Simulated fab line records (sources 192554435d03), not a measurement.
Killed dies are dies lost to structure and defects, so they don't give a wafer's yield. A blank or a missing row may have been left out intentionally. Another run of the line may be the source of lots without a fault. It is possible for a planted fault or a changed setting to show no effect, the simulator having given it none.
Matching of chambers -- flow n5_finfet -- N5_BEOL_M3_ALD_84 on ald_metal-02: 4 sister chambers
The step deposits TaN, pulse time 2 s, purge time 3 s, co reactant purge time 2 s. 39 wafers are shown with their chamber, then 12 later ones without.

EACH WAFER AND ITS CHAMBER
wafer,chamber,heater_power_w (W)
L074.2,0,505
L074.4,1,548
L074.5,1,553
L078.1,2,427
L078.2,0,502
L078.3,3,382
L078.4,1,542
L078.5,2,411
L078.6,1,553
L077.1,0,509
L077.2,2,410
L077.3,3,387
L077.4,1,551
L077.5,2,412
L077.6,3,380
L079.1,2,404
L079.2,1,544
L079.3,3,387
L079.4,0,496
L079.5,2,398
L079.6,1,555
L082.2,3,383
L082.5,3,385
L082.6,2,420
L084.1,0,497
L084.3,3,388
L084.6,0,508
L085.1,1,535
L085.2,0,499
L085.6,3,385
L088.2,0,495
L088.3,1,539
L088.6,2,392
L092.1,1,556
L092.4,0,492
L092.5,2,410
L089.3,1,559
L089.4,3,385
L089.6,0,495

SIGNATURES (averages over the wafers above)
reading,chamber 0,chamber 1,chamber 2,chamber 3,scatter within a chamber
heater_power_w,499.80,548.64,409.33,384.67,7.27
Rule: a wafer lies at a distance from a chamber equal to the root of the sum of squares, over the readings, of (its reading less the chamber's mean, divided by the reading's scatter). The wafer belongs to the nearest chamber; if the next one is less than 2 further off, it can't be placed. The scatter: take each reading less its chamber's mean, square it, sum over the shown wafers, divide by the number of wafers less the number of chambers, and take the root.

WAFERS MISSING THEIR CHAMBER
wafer,heater_power_w (W)
L090.1,375
L090.4,554
L090.6,414
L094.1,379
L094.2,499
L094.3,411
L094.4,554
L094.5,489
L094.6,378
L096.4,398
L096.5,528
L096.6,413

EACH ONE'S CHAMBER
wafer,from the rows above,in truth
L090.1,3,3
L090.4,1,1
L090.6,2,2
L094.1,3,3
L094.2,0,0
L094.3,2,2
L094.4,1,1
L094.5,0,0
L094.6,3,3
L096.4,can't be placed: 2 or 3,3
L096.5,can't be placed: 1 or 0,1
L096.6,2,2
10 of 12 placed correctly. Cannot be placed on the basis of these rows: 2; the candidates contain the true chamber in 2. Wrongly placed: 0.
